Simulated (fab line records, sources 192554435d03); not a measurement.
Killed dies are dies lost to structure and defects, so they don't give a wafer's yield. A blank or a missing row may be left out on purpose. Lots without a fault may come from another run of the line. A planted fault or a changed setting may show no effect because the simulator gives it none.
One fault seen from 2 desks | flow n5_finfet | each desk has only its own numbers; what lay behind them comes last

THE TOOL OWNER'S DESK: rie_diel-02
The tool's own readings at N5_BEOL_M4_ETCH_70 (etches SOC in N2/H2, target depth 80 nm, overetch 24 nm, time 130 s): means of the sampled wafers that have a number, for each lot that ran on this tool. A lot is out of limits, marked OUT, if its mean lies more than 4 standard deviations from the usual mean; the brackets give that distance.
Columns: A = drypump_motor_current_A at N5_BEOL_M4_ETCH_70, usual 5.9 A; B = oes_product_au at N5_BEOL_M4_ETCH_70, usual 0.60 a.u.; C = rf_vpp_V at N5_BEOL_M4_ETCH_70, usual 524.0 V; D = run_length_s at N5_BEOL_M4_ETCH_70, usual 153.3 s; E = showerhead_plenum_p_Torr at N5_BEOL_M4_ETCH_70, usual 2.55 Torr; F = throttle_valve_pct at N5_BEOL_M4_ETCH_70, usual 17.72 %
lot  | first seen here | A   | B    | C     | D               | E    | F
L919 | day 8 02:58     | 5.8 | 0.56 | 521.9 | 152.9           | 2.47 | 17.80
L920 | day 8 08:16     | 5.9 | 0.56 | 522.9 | 153.0           | 2.54 | 17.68
L925 | day 9 12:23     | 6.0 | 0.56 | 524.1 | 152.9           | 2.55 | 17.77
L926 | day 9 19:52     | 5.9 | 0.60 | 523.7 | 153.1           | 2.53 | 17.77
L930 | day 10 17:12    | 5.9 | 0.56 | 521.5 | 162.4 (+19) OUT | 2.50 | 17.83
L932 | day 11 17:09    | 5.9 | 0.57 | 525.6 | 159.0 (+12) OUT | 2.59 | 17.71
This desk's finding: out of limits on L930, L932; first on L930, day 10 17:12 (run_length_s at N5_BEOL_M4_ETCH_70). In limits: L919, L920, L925, L926.

THE METROLOGY DESK
What the gauges read, lot by lot, whatever tool the lot ran on: means of the sampled wafers that have a number. A lot is out of limits, marked OUT, if its mean lies more than 4 standard deviations from the usual mean; the brackets give that distance. Of its 11 readings 7 are shown: those that lie furthest out on some lot.
Columns: A = cd_nm at N5_BEOL_M4_CD_MEAS_11, usual 16.88 nm; B = DIBL_N at N5_BEOL_M4_RC_MEAS_101, usual 36.0 mV/V; C = DIBL_P at N5_BEOL_M4_RC_MEAS_101, usual 35.8 mV/V; D = IOFF_N at N5_BEOL_M4_RC_MEAS_101, usual 0.15 nA/um; E = IOFF_P at N5_BEOL_M4_RC_MEAS_101, usual 0.20 nA/um; F = ION_P at N5_BEOL_M4_RC_MEAS_101, usual 460 uA/um; G = VT_P at N5_BEOL_M4_RC_MEAS_101, usual -251 mV
lot  | first seen here | A     | B    | C    | D    | E    | F   | G
L919 | day 8 01:17     | 16.62 | 35.1 | 33.2 | 0.13 | 0.17 | 455 | -255
L920 | day 8 04:10     | 16.82 | 35.6 | 34.0 | 0.14 | 0.16 | 451 | -253
L925 | day 9 08:36     | 17.01 | 36.3 | 37.0 | 0.17 | 0.21 | 466 | -252
L926 | day 9 10:04     | 16.82 | 38.4 | 38.8 | 0.19 | 0.25 | 467 | -248
L930 | day 10 12:34    | 16.84 | 35.9 | 36.6 | 0.15 | 0.20 | 460 | -249
L932 | day 11 15:00    | 17.33 | 36.4 | 36.6 | 0.15 | 0.18 | 457 | -254
L936 | day 11 23:20    | 17.05 | 35.0 | 35.6 | 0.14 | 0.17 | 451 | -257
L935 | day 12 06:52    | 16.79 | 35.9 | 34.7 | 0.14 | 0.21 | 455 | -248
L938 | day 13 03:28    | 17.04 | 35.5 | 34.9 | 0.14 | 0.20 | 458 | -251
This desk's finding: nothing out of limits on any of the 9 lots.

PUT TOGETHER
The tool owner's desk could have raised an alarm at day 10 17:12, on L930, L932.
The metrology desk saw nothing out of limits.
The metrology desk has L930, L932 on record, within its limits.
Of the lots named, all ran N5_BEOL_M4_ETCH_70 on rie_diel-02.

WHAT THE SIMULATOR HAD PUT IN
Process parameter drift: rie_diel-02, from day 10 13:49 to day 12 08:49, at N5_BEOL_M4_ETCH_70. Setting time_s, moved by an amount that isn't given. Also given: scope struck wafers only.
Lots struck among those shown: L930, L932.
Hours from the fault's start to each desk's first reading out of limits: the tool owner's desk, 3.
